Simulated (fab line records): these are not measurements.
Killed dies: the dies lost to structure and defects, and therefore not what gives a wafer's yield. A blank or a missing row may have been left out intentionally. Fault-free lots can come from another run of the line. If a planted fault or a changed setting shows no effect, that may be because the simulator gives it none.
Which tool is to blame? || flow n5_finfet || 8 lots, 22 wafers sampled, at 6 steps of a route of 1938

## WHAT THE GAUGES SHOWED, per wafer
N5_BEOL_M1_OCD_MEAS_38.
{"lot": "L136", "measured": "day 6 08:55", "on": "ocd-01", "trench_depth_nm (nm)": "55.4 54.5 54.6"}
{"lot": "L140", "measured": "day 7 08:17", "on": "ocd-01", "trench_depth_nm (nm)": "- 54.7 56.3"}
{"lot": "L143", "measured": "day 8 02:29", "on": "ocd-01", "trench_depth_nm (nm)": "55.8 - 57.2"}
{"lot": "L148", "measured": "day 8 23:17", "on": "ocd-01", "trench_depth_nm (nm)": "54.6 57.1"}
{"lot": "L152", "measured": "day 10 13:11", "on": "ocd-01", "trench_depth_nm (nm)": "57.3 54.4"}
{"lot": "L157", "measured": "day 11 21:35", "on": "ocd-01", "trench_depth_nm (nm)": "55.6 54.6 55.5"}
{"lot": "L158", "measured": "day 12 00:42", "on": "ocd-01", "trench_depth_nm (nm)": "54.9 55.5 54.5"}
{"lot": "L159", "measured": "day 12 03:59", "on": "ocd-01", "trench_depth_nm (nm)": "53.7 54.2 53.0"}

## TOOL THAT RAN EACH LOT (tool first, then ch and the chambers of the sampled wafers, then the start)
{"lot": "L136", "N5_BEOL_M1_PECVD_72": "pecvd-01 ch 0,1,2, day 6 05:13", "N5_BEOL_M1_HM_DEP_02": "pvd_sputter-02, day 6 06:02", "N5_BEOL_M1_STRIP_66": "rie_diel-03 ch 0,1,3, day 6 07:07", "N5_BEOL_M1_DESCUM_33": "rie_diel-06 ch 0,1,2, day 6 08:14", "N5_BEOL_M1_ETCHBACK_99": "rie_diel-06 ch 0,1,2, day 6 08:31"}
{"lot": "L140", "N5_BEOL_M1_PECVD_72": "pecvd-03 ch 0,1, day 7 02:26", "N5_BEOL_M1_HM_DEP_02": "pvd_sputter-02, day 7 03:58", "N5_BEOL_M1_STRIP_66": "rie_diel-03 ch 1,3, day 7 04:49", "N5_BEOL_M1_DESCUM_33": "rie_diel-03 ch 0,1,3, day 7 05:33", "N5_BEOL_M1_ETCHBACK_99": "rie_diel-03 ch 0,1, day 7 07:53"}
{"lot": "L143", "N5_BEOL_M1_PECVD_72": "pecvd-02 ch 0,2, day 7 17:35", "N5_BEOL_M1_HM_DEP_02": "pvd_sputter-02, day 7 19:29", "N5_BEOL_M1_STRIP_66": "rie_diel-06 ch 0,1, day 7 20:13", "N5_BEOL_M1_DESCUM_33": "rie_diel-05 ch 2,3, day 7 20:52", "N5_BEOL_M1_ETCHBACK_99": "rie_diel-05 ch 0,1, day 8 02:05"}
{"lot": "L148", "N5_BEOL_M1_PECVD_72": "pecvd-03 ch 0,2, day 8 19:32", "N5_BEOL_M1_HM_DEP_02": "pvd_sputter-01, day 8 20:19", "N5_BEOL_M1_STRIP_66": "rie_diel-06 ch 0,3, day 8 21:03", "N5_BEOL_M1_DESCUM_33": "rie_diel-03 ch 0,1, day 8 21:50", "N5_BEOL_M1_ETCHBACK_99": "rie_diel-05 ch 0,3, day 8 22:54"}
{"lot": "L152", "N5_BEOL_M1_PECVD_72": "pecvd-02 ch 1,2, day 10 05:48", "N5_BEOL_M1_HM_DEP_02": "pvd_sputter-02, day 10 06:58", "N5_BEOL_M1_STRIP_66": "rie_diel-05 ch 1,3, day 10 08:22", "N5_BEOL_M1_DESCUM_33": "rie_diel-03 ch 0,3, day 10 09:25", "N5_BEOL_M1_ETCHBACK_99": "rie_diel-05 ch 0,3, day 10 12:48"}
{"lot": "L157", "N5_BEOL_M1_PECVD_72": "pecvd-01 ch 0,1,2, day 11 05:31", "N5_BEOL_M1_HM_DEP_02": "pvd_sputter-01, day 11 06:55", "N5_BEOL_M1_STRIP_66": "rie_diel-05 ch 1,2, day 11 11:00", "N5_BEOL_M1_DESCUM_33": "rie_diel-05 ch 0,1,2, day 11 12:37", "N5_BEOL_M1_ETCHBACK_99": "rie_diel-06 ch 0,2, day 11 21:11"}
{"lot": "L158", "N5_BEOL_M1_PECVD_72": "pecvd-03 ch 0,1,2, day 11 17:46", "N5_BEOL_M1_HM_DEP_02": "pvd_sputter-02, day 11 18:34", "N5_BEOL_M1_STRIP_66": "rie_diel-06 ch 1,2,3, day 11 19:17", "N5_BEOL_M1_DESCUM_33": "rie_diel-03 ch 1,2,3, day 11 19:58", "N5_BEOL_M1_ETCHBACK_99": "rie_diel-06 ch 0,2,3, day 12 00:18"}
{"lot": "L159", "N5_BEOL_M1_PECVD_72": "pecvd-01 ch 0,1, day 11 23:04", "N5_BEOL_M1_HM_DEP_02": "pvd_sputter-01, day 12 00:56", "N5_BEOL_M1_STRIP_66": "rie_diel-03 ch 0,1, day 12 01:39", "N5_BEOL_M1_DESCUM_33": "rie_diel-03 ch 1,3, day 12 02:43", "N5_BEOL_M1_ETCHBACK_99": "rie_diel-06 ch 1,2, day 12 03:35"}
- N5_BEOL_M1_PECVD_72: deposits SiO2 from TEOS/O2, target thk 16 nm, time 18 s.
- N5_BEOL_M1_HM_DEP_02: deposits TiN, target thk 20 nm.
- N5_BEOL_M1_STRIP_66: strips in CF4.
- N5_BEOL_M1_DESCUM_33: chemistry O2, time 7 s.
- N5_BEOL_M1_ETCHBACK_99: etches SiO2 in CHF3, target depth 5 nm, time 10.4 s.

## THE ANSWER, worked out from the rows above alone
Rule: usual is defined by the lots themselves. The widest of any qualifying gaps counts: lots, ordered by their means at a reading, are off when they make up no more than a third of the lots, leave a main group of 4 or more, and stand apart from it by 3 or more times the standard deviation of that group's means. If all means in a main group match to the digits the tables above print for the reading, that group is not used. A lot without any number at a reading at which 4 lots or more have one is off too. All remaining lots with rows at the step are treated as sound.
Across all readings shown, no lot is off: no conclusion can be drawn from this.

## WHAT THE SIMULATOR HAD PUT IN
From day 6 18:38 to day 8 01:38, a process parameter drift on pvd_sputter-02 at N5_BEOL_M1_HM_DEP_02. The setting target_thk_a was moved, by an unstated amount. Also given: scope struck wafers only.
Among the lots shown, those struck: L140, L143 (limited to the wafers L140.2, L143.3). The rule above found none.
